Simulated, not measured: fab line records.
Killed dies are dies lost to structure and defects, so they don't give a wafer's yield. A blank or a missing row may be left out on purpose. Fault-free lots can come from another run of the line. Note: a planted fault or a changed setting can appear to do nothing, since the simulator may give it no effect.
Which tool is to blame? ; flow n5 finfet ; 30 wafers sampled from 11 lots at 1 step of a route of 1938

## WHAT THE GAUGES SHOWED, per wafer
N5_BEOL_M11_CD_MEAS_18: pitch 140 nm, target cd 70 nm.
lot;measured;on;cd nm (nm)
L370;day 11 13:23;cd sem-01;68.8 69.3 69.3
L369;day 11 23:25;cd sem-01;72.0 71.8
L378;day 14 07:55;cd sem-03;68.7 70.1
L377;day 14 19:28;cd sem-01;69.3 69.8
L381;day 14 20:16;cd sem-01;72.0 70.5 71.1
L383;day 15 13:05;cd sem-03;69.7 69.6 69.4
L384;day 15 23:14;cd sem-02;70.4 68.7 70.3
L387;day 16 11:01;cd sem-03;69.2 68.1 70.0
L389;day 17 06:35;cd sem-03;69.3 69.2 68.9
L390;day 17 12:08;cd sem-03;71.3 70.3 71.3
L391;day 17 13:55;cd sem-03;71.3 70.9 69.5

## EACH LOT AND THE TOOL THAT RAN IT (in order: tool; ch and the chambers of the sampled wafers; start)
The record shows no process step preceding these readings.

## THE ANSWER, worked out from the rows above alone
Rule: the lots themselves supply what counts as usual. Put in order of their means at a reading, lots are off if they are a third of the lots or fewer, leave a main group of 4 or more, and stand apart from it by a gap of 3 or more times the standard deviation of the main group's means; of several such gaps the widest counts. Not used: any main group whose means are identical at the precision the tables above print for the reading. Also off: a lot with no number at a reading for which 4 or more lots have one. All remaining lots with rows at the step are treated as sound.
No lot is off at any reading shown: from this, nothing can be told.

## WHAT WAS PUT IN BY THE SIMULATOR
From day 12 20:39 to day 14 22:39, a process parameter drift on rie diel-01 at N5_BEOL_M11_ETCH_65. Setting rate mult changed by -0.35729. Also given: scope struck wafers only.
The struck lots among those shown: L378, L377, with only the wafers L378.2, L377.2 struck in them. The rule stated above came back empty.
